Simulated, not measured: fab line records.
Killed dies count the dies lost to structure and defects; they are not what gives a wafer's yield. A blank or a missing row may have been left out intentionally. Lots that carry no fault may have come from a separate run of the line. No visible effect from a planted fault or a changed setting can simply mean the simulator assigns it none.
Which tool did it? || flow n5Finfet || 8 lots, 24 wafers sampled, at 5 steps of a route of 1938

## WHAT THE GAUGES READ, wafer by wafer
N5_BEOL_M10_THK_MEAS_53: measures by xrf.
{"lot": "L648", "measured": "day 10 22:07", "on": "filmMetro-02", "M10_THK (nm)": "136.8 141.4 138.7"}
{"lot": "L650", "measured": "day 11 08:06", "on": "filmMetro-01", "M10_THK (nm)": "136.5 137.7 135.1"}
{"lot": "L659", "measured": "day 13 19:31", "on": "filmMetro-01", "M10_THK (nm)": "137.7 245.0 246.5"}
{"lot": "L661", "measured": "day 13 21:43", "on": "filmMetro-01", "M10_THK (nm)": "258.5 138.1 248.9"}
{"lot": "L665", "measured": "day 15 06:50", "on": "filmMetro-02", "M10_THK (nm)": "134.1 136.8 135.7"}
{"lot": "L668", "measured": "day 15 12:42", "on": "filmMetro-01", "M10_THK (nm)": "136.4 137.6 138.6"}
{"lot": "L670", "measured": "day 16 02:40", "on": "filmMetro-02", "M10_THK (nm)": "137.8 141.0 138.8"}
{"lot": "L669", "measured": "day 16 03:59", "on": "filmMetro-01", "M10_THK (nm)": "143.7 140.8 142.4"}

## EACH LOT AND THE TOOL THAT RAN IT (in order: tool; ch and the chambers of the sampled wafers; start)
{"lot": "L648", "N5_BEOL_M10_STRIP_36": "rieDiel-06 ch 0,1,2, day 10 17:11", "N5_BEOL_M10_DEGAS_44": "pvdSputter-01, day 10 20:12", "N5_BEOL_M10_ALD_74": "aldMetal-03 ch 0,2,3, day 10 20:19", "N5_BEOL_M10_CMP_52": "cmp-01 ch 1,2,3, day 10 21:50"}
{"lot": "L650", "N5_BEOL_M10_STRIP_36": "rieDiel-06 ch 0,1,3, day 11 05:28", "N5_BEOL_M10_DEGAS_44": "pvdSputter-03, day 11 06:22", "N5_BEOL_M10_ALD_74": "aldMetal-03 ch 0,1,2, day 11 06:28", "N5_BEOL_M10_CMP_52": "cmp-02 ch 0,2,3, day 11 07:48"}
{"lot": "L659", "N5_BEOL_M10_STRIP_36": "rieDiel-06 ch 0,3, day 13 16:04", "N5_BEOL_M10_DEGAS_44": "pvdSputter-02, day 13 18:09", "N5_BEOL_M10_ALD_74": "aldMetal-01 ch 2,3, day 13 18:15", "N5_BEOL_M10_CMP_52": "cmp-02 ch 0,1,2, day 13 19:18"}
{"lot": "L661", "N5_BEOL_M10_STRIP_36": "rieDiel-06 ch 2,3, day 13 17:10", "N5_BEOL_M10_DEGAS_44": "pvdSputter-02, day 13 18:33", "N5_BEOL_M10_ALD_74": "aldMetal-03 ch 0,1,3, day 13 18:40", "N5_BEOL_M10_CMP_52": "cmp-02 ch 0,1,2, day 13 21:28"}
{"lot": "L665", "N5_BEOL_M10_STRIP_36": "rieDiel-03 ch 0,2,3, day 15 02:34", "N5_BEOL_M10_DEGAS_44": "pvdSputter-02, day 15 05:17", "N5_BEOL_M10_ALD_74": "aldMetal-01 ch 1,2,3, day 15 05:23", "N5_BEOL_M10_CMP_52": "cmp-04 ch 1,3, day 15 06:34"}
{"lot": "L668", "N5_BEOL_M10_STRIP_36": "rieDiel-06 ch 1,3, day 15 08:38", "N5_BEOL_M10_DEGAS_44": "pvdSputter-02, day 15 09:38", "N5_BEOL_M10_ALD_74": "aldMetal-01 ch 1,2, day 15 09:51", "N5_BEOL_M10_CMP_52": "cmp-04 ch 1,3, day 15 12:26"}
{"lot": "L670", "N5_BEOL_M10_STRIP_36": "rieDiel-06 ch 0,3, day 16 00:12", "N5_BEOL_M10_DEGAS_44": "pvdSputter-02, day 16 00:58", "N5_BEOL_M10_ALD_74": "aldMetal-04 ch 0,2,3, day 16 01:04", "N5_BEOL_M10_CMP_52": "cmp-04 ch 0,1,2, day 16 02:24"}
{"lot": "L669", "N5_BEOL_M10_STRIP_36": "rieDiel-02 ch 2,3, day 16 00:25", "N5_BEOL_M10_DEGAS_44": "pvdSputter-03, day 16 01:26", "N5_BEOL_M10_ALD_74": "aldMetal-03 ch 1,2,3, day 16 01:32", "N5_BEOL_M10_CMP_52": "cmp-01 ch 0,1,3, day 16 03:46"}
- N5_BEOL_M10_STRIP_36: strips in N2/H2.
- N5_BEOL_M10_DEGAS_44: time 60 s.
- N5_BEOL_M10_ALD_74: deposits TaN, target thk 2 nm, pulse time 2 s, purge time 3 s.
- N5_BEOL_M10_CMP_52: polishes, stops on SiCOH lowk, t overpolish 7 s, target thk 140 nm.

## THE ANSWER, worked out from the rows above alone
Rule: the usual values come from the lots themselves. Put in order of their means at a reading, lots are off if they are a third of the lots or fewer, leave a main group of 4 or more, and stand apart from it by a gap of 3 or more times the standard deviation of the main group's means; of several such gaps the widest counts. A main group whose means are all the same, to the digits that the tables above print for the reading, isn't used. A lot without any number at a reading at which 4 lots or more have one is off too. The other lots that the step has rows for count as sound.
Off: L659, L661, seen at N5_BEOL_M10_THK_MEAS_53 (M10_THK). Mean 138.3 nm and standard deviation 2.2 in the main group.
A tool fits if, at a process step before that reading, it ran every lot that is off, and no sound lot after the first of them. Gauges at N5_BEOL_M10_THK_MEAS_53: tried the same way as those tools. One fits: cmp-02 at N5_BEOL_M10_CMP_52. Its last sound lot is L650 (day 11 07:48), its first lot that is off L659 (day 13 19:18): a fault that began between those two fits.

## WHAT HAD BEEN PUT IN BY THE SIMULATOR
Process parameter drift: cmp-02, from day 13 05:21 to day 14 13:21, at N5_BEOL_M10_CMP_52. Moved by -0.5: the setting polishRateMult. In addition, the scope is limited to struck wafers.
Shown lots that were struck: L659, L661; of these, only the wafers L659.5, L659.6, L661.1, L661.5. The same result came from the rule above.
